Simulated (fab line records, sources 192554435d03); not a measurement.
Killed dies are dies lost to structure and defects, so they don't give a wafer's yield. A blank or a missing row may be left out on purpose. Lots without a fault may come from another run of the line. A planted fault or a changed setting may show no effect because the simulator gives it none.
Split-lot experiment | flow n5_finfet | 7 lots, 21 wafers read, on a route of 1938 steps

THE SPLIT
At N5_ZERO_LAYER_COAT_05 (resist thk 1000 nm), the setting spin_rpm was moved away from the recipe's 1500 rpm on 8 of the 21 wafers read, by -9.3% to +9.5%. The other wafers ran this setting at the recipe's value.

FROM THE SPLIT TO THE READING: what the file shows between them, 6 steps
- N5_ZERO_LAYER_EXPOSE_08: exposes mask ZERO, defocus 0 nm, target cd 2000 nm (also split here: dose_mj)
- N5_ZERO_LAYER_PEB_09
- N5_ZERO_LAYER_DEVELOP_10: develop time 60 s
- N5_ZERO_LAYER_HARDBAKE_23: time 120 s
- N5_ZERO_LAYER_CD_MEAS_11: target cd 2000 nm
- N5_ZERO_LAYER_DESCUM_16: chemistry O2, time 7.9 s

THE READING
coat_of_ZERO_LAYER_COAT_05.thk_nm (the simulator's own value, which no gauge read), in nm, at N5_ZERO_LAYER_ETCH_17 (etches SiO2 in CF4, target depth 12 nm, time 13.3 s). The file gives no usual value for it. The 13 wafers here that ran the recipe average 969.0 nm, standard deviation 2.7 nm.

wafer  | tool, chamber at the split | spin_rpm as run, rpm | against the recipe | coat_of_ZERO_LAYER_COAT_05.thk_nm, nm | against lot-mates on the recipe
L076.1 | litho_track-01, 0          | 1643                 | +9.5%              | 925.7                                 | -40.2
L076.3 | litho_track-01, 0          | 1500                 | recipe             | 965.9                                 | -
L076.4 | litho_track-01, 0          | 1643                 | +9.5%              | 923.6                                 | -42.3
L083.1 | litho_track-02, 0          | 1500                 | recipe             | 971.3                                 | -
L083.3 | litho_track-02, 0          | 1500                 | recipe             | 971.3                                 | -
L083.4 | litho_track-02, 0          | 1500                 | recipe             | 969.7                                 | -
L084.1 | litho_track-01, 0          | 1500                 | recipe             | 965.1                                 | -
L084.3 | litho_track-01, 0          | 1500                 | recipe             | 966.2                                 | -
L084.5 | litho_track-01, 0          | 1500                 | recipe             | 971.3                                 | -
L086.1 | litho_track-03, 0          | 1500                 | recipe             | 970.8                                 | -
L086.2 | litho_track-03, 0          | 1500                 | recipe             | 969.3                                 | -
L086.6 | litho_track-03, 0          | 1500                 | recipe             | 965.7                                 | -
L090.1 | litho_track-03, 0          | 1500                 | recipe             | 968.8                                 | -
L090.4 | litho_track-03, 0          | 1553                 | +3.5%              | 952.6                                 | -16.2
L090.6 | litho_track-03, 0          | 1553                 | +3.5%              | 950.9                                 | -17.9
L096.1 | litho_track-02, 0          | 1360                 | -9.3%              | 1022                                  | +47.5
L096.3 | litho_track-02, 0          | 1360                 | -9.3%              | 1024                                  | +49.5
L096.4 | litho_track-02, 0          | 1500                 | recipe             | 974.5                                 | -
L097.2 | litho_track-03, 0          | 1604                 | +6.9%              | 934.8                                 | -32.7
L097.4 | litho_track-03, 0          | 1604                 | +6.9%              | 936                                   | -31.5
L097.5 | litho_track-03, 0          | 1500                 | recipe             | 967.5                                 | -

THE FIT
A straight line over all 21 wafers: coat_of_ZERO_LAYER_COAT_05.thk_nm changes by -5.18 nm for each +1% of spin_rpm; r = -0.99; the points scatter about the line by 3.2 nm.
The same after taking each lot's own level away (the mean of its wafers on the recipe; 21 wafers): -4.77 nm for each +1%; r = -1.00; scatter 2.3 nm.
On that fit, the largest move of spin_rpm shifts the reading by 45 nm.
The lots' own levels span 965.90 to 974.50 nm, that is 3.2 times the standard deviation above.
So the lot-to-lot level changes the slope little: the two slopes agree.
Check: with one of the wafers moved furthest among these (+9.5%) left out of the fit, the line predicts -45.8 nm for it against its lot-mates. It came out at -40.2 nm against them.

OTHER SPLITS ON THESE WAFERS
These wafers also went through other splits before the reading. Each is held against what the fit with the lots' levels taken away leaves over:
other split on the same wafers  | wafers away from the commonest value | r with coat_of_ZERO_LAYER_COAT_05.thk_nm (lot level and that fit taken away)
N5_ZERO_LAYER_PECVD_02 time_s   | 7                                    | +0.26
N5_ZERO_LAYER_EXPOSE_08 dose_mj | 10                                   | -0.21

THE WHOLE CHAIN: every reading that the file lists as answering this split, in the file's order
step                   | what it does                                        | reading                                                                            | change (the file's fit)              | r (the file's)
N5_ZERO_LAYER_COAT_05  | resist thk 1000 nm                                  | coat_of_ZERO_LAYER_COAT_05.thk_nm (the simulator's own value, which no gauge read) | -4.77 nm for each +1% of the setting | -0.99
N5_ZERO_LAYER_ETCH_17  | etches SiO2 in CF4, target depth 12 nm, time 13.3 s | coat_of_ZERO_LAYER_COAT_05.thk_nm (the simulator's own value, which no gauge read) | -4.73 nm for each +1% of the setting | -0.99
N5_ZERO_LAYER_STRIP_24 | strips in O2                                        | strip_time_to_endpoint_s                                                           | withheld for each +1% of the setting | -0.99

THE FILE'S OWN FIT
coat_of_ZERO_LAYER_COAT_05.thk_nm changes by -4.73 nm for each +1% of spin_rpm, r = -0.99.
